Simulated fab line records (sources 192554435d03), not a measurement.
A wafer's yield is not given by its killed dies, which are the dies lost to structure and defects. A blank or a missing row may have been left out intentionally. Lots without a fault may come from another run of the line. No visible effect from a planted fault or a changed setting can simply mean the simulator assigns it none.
Matching of chambers + flow n5_finfet + pecvd-04 running N5_BEOL_M10_PECVD_70: 3 sister chambers
The step deposits SiO2 from TEOS/O2, target thk 20 nm, time 22.7 s. 6 wafers are shown with their chamber, then 11 later ones without.

== WAFERS, EACH WITH ITS CHAMBER ==
| wafer  | chamber | throttle_valve_pct (%) | showerhead_plenum_p_Torr (Torr) |
|--------|---------|------------------------|---------------------------------|
| L086.2 | 0       | 21.6                   | 8.73                            |
| L086.3 | 2       | 19.3                   | 8.90                            |
| L086.6 | 0       | 21.5                   | 8.74                            |
| L087.1 | 2       | 19.3                   | 8.89                            |
| L087.6 | 1       | 22.5                   | 8.65                            |
| L089.1 | 1       | 22.6                   | 8.67                            |

== WAFERS WITH NO CHAMBER GIVEN ==
| wafer  | throttle_valve_pct (%) | showerhead_plenum_p_Torr (Torr) |
|--------|------------------------|---------------------------------|
| L089.5 | 19.3                   | 8.91                            |
| L089.6 | 22.7                   | 8.65                            |
| L092.1 | 19.3                   | 8.91                            |
| L092.2 | 22.8                   | 8.66                            |
| L092.4 | 19.5                   | 8.89                            |
| L095.3 | 21.7                   | 8.71                            |
| L095.4 | 21.5                   | 8.74                            |
| L095.6 | 19.4                   | 8.91                            |
| L096.1 | 21.6                   | 8.74                            |
| L096.4 | 19.5                   | 8.90                            |
| L096.5 | 21.5                   | 8.73                            |

== THE CHAMBER EACH PASSED THROUGH ==
| wafer  | from the rows above | in truth |
|--------|---------------------|----------|
| L089.5 | 2                   | 2        |
| L089.6 | 1                   | 1        |
| L092.1 | 2                   | 2        |
| L092.2 | 1                   | 1        |
| L092.4 | 2                   | 2        |
| L095.3 | 0                   | 0        |
| L095.4 | 0                   | 0        |
| L095.6 | 2                   | 2        |
| L096.1 | 0                   | 0        |
| L096.4 | 2                   | 2        |
| L096.5 | 0                   | 0        |
Placed correctly: 11 of 11. From these rows, 0 cannot be placed. 0 placed wrongly.
How it was worked out, from the rows above alone: a wafer's distance from a chamber is the root of the sum, over the readings, of the square of ((its reading less the chamber's mean) divided by the reading's scatter). The wafer belongs to the nearest chamber; if the next one is less than 2 further off, it can't be placed. Each chamber's mean is taken over the wafers shown for it. The scatter is the square root of a quotient: the sum, over the shown wafers, of each reading's squared deviation from its chamber's mean, divided by wafers minus chambers.
